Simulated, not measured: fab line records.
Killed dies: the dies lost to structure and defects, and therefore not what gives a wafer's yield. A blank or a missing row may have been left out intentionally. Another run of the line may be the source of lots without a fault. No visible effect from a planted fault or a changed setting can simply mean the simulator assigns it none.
Which tool is to blame? :: flow n5-finfet :: 12 lots, 36 wafers sampled, at 3 steps of a route of 1938

WHAT THE GAUGES SHOWED, per wafer
N5_BEOL_M0_RS_MEAS_126: a four-point-probe measurement.
lot: L075
measured: day 6 04:45
on: film-metro-02
M0_RS (ohm/sq): 0.514 0.497 0.543

lot: L077
measured: day 6 20:18
on: film-metro-02
M0_RS (ohm/sq): 0.536 0.487 0.542

lot: L079
measured: day 7 03:44
on: film-metro-01
M0_RS (ohm/sq): 0.544 0.520 0.518

lot: L081
measured: day 7 16:14
on: film-metro-02
M0_RS (ohm/sq): 0.521 0.548 0.546

lot: L083
measured: day 8 06:47
on: film-metro-01
M0_RS (ohm/sq): 0.508 0.513 0.513

lot: L085
measured: day 9 09:06
on: film-metro-02
M0_RS (ohm/sq): 0.559 0.548 0.546

lot: L088
measured: day 9 16:02
on: film-metro-01
M0_RS (ohm/sq): 0.524 0.517 0.500

lot: L089
measured: day 9 20:34
on: film-metro-01
M0_RS (ohm/sq): 0.535 0.547 0.578

lot: L091
measured: day 10 08:32
on: film-metro-01
M0_RS (ohm/sq): 0.569 0.534 0.558

lot: L093
measured: day 10 21:14
on: film-metro-02
M0_RS (ohm/sq): 0.572 0.557 0.560

lot: L095
measured: day 11 05:08
on: film-metro-01
M0_RS (ohm/sq): 0.522 0.476 0.480

lot: L097
measured: day 11 20:42
on: film-metro-01
M0_RS (ohm/sq): 0.534 0.537 0.492

WHAT TOOL EACH LOT RAN ON (gives the tool, then ch and the chambers of the sampled wafers, and finally the start)
lot: L075
N5_BEOL_M0_SPUTTER_141: pvd-sputter-03, day 6 03:39
N5_BEOL_M0_PRE_CLEAN_131: cvd-co-01 ch 0,2, day 6 04:29

lot: L077
N5_BEOL_M0_SPUTTER_141: pvd-sputter-01, day 6 19:04
N5_BEOL_M0_PRE_CLEAN_131: cvd-co-02 ch 0,1, day 6 20:04

lot: L079
N5_BEOL_M0_SPUTTER_141: pvd-sputter-03, day 7 02:23
N5_BEOL_M0_PRE_CLEAN_131: cvd-co-01 ch 0,1,2, day 7 03:31

lot: L081
N5_BEOL_M0_SPUTTER_141: pvd-sputter-01, day 7 14:29
N5_BEOL_M0_PRE_CLEAN_131: cvd-co-01 ch 0,1, day 7 16:01

lot: L083
N5_BEOL_M0_SPUTTER_141: pvd-sputter-03, day 8 05:32
N5_BEOL_M0_PRE_CLEAN_131: cvd-co-01 ch 0,1,2, day 8 06:34

lot: L085
N5_BEOL_M0_SPUTTER_141: pvd-sputter-03, day 9 08:03
N5_BEOL_M0_PRE_CLEAN_131: cvd-co-02 ch 1,2, day 9 08:52

lot: L088
N5_BEOL_M0_SPUTTER_141: pvd-sputter-02, day 9 14:58
N5_BEOL_M0_PRE_CLEAN_131: cvd-co-02 ch 0,1, day 9 15:47

lot: L089
N5_BEOL_M0_SPUTTER_141: pvd-sputter-02, day 9 19:20
N5_BEOL_M0_PRE_CLEAN_131: cvd-co-02 ch 0,1,2, day 9 20:20

lot: L091
N5_BEOL_M0_SPUTTER_141: pvd-sputter-01, day 10 07:27
N5_BEOL_M0_PRE_CLEAN_131: cvd-co-02 ch 0,2, day 10 08:16

lot: L093
N5_BEOL_M0_SPUTTER_141: pvd-sputter-03, day 10 19:58
N5_BEOL_M0_PRE_CLEAN_131: cvd-co-01 ch 0,1,2, day 10 21:01

lot: L095
N5_BEOL_M0_SPUTTER_141: pvd-sputter-01, day 11 04:05
N5_BEOL_M0_PRE_CLEAN_131: cvd-co-02 ch 0,1,2, day 11 04:55

lot: L097
N5_BEOL_M0_SPUTTER_141: pvd-sputter-01, day 11 19:39
N5_BEOL_M0_PRE_CLEAN_131: cvd-co-02 ch 0,1, day 11 20:29
- N5_BEOL_M0_SPUTTER_141: material Cu, target thk 4 nm, time 7.37 s.
- N5_BEOL_M0_PRE_CLEAN_131: time 15 s.

THE ANSWER, worked out from the rows above alone
Rule: the usual values come from the lots themselves. The widest of any qualifying gaps counts: lots, ordered by their means at a reading, are off when they make up no more than a third of the lots, leave a main group of 4 or more, and stand apart from it by 3 or more times the standard deviation of that group's means. A main group is skipped when, at the precision printed for the reading in the tables above, its means are all equal. A lot without any number at a reading at which 4 lots or more have one is off too. The other lots that the step has rows for count as sound.
Nothing can be told from this: no lot is off at any reading shown.

WHAT WAS PUT IN BY THE SIMULATOR
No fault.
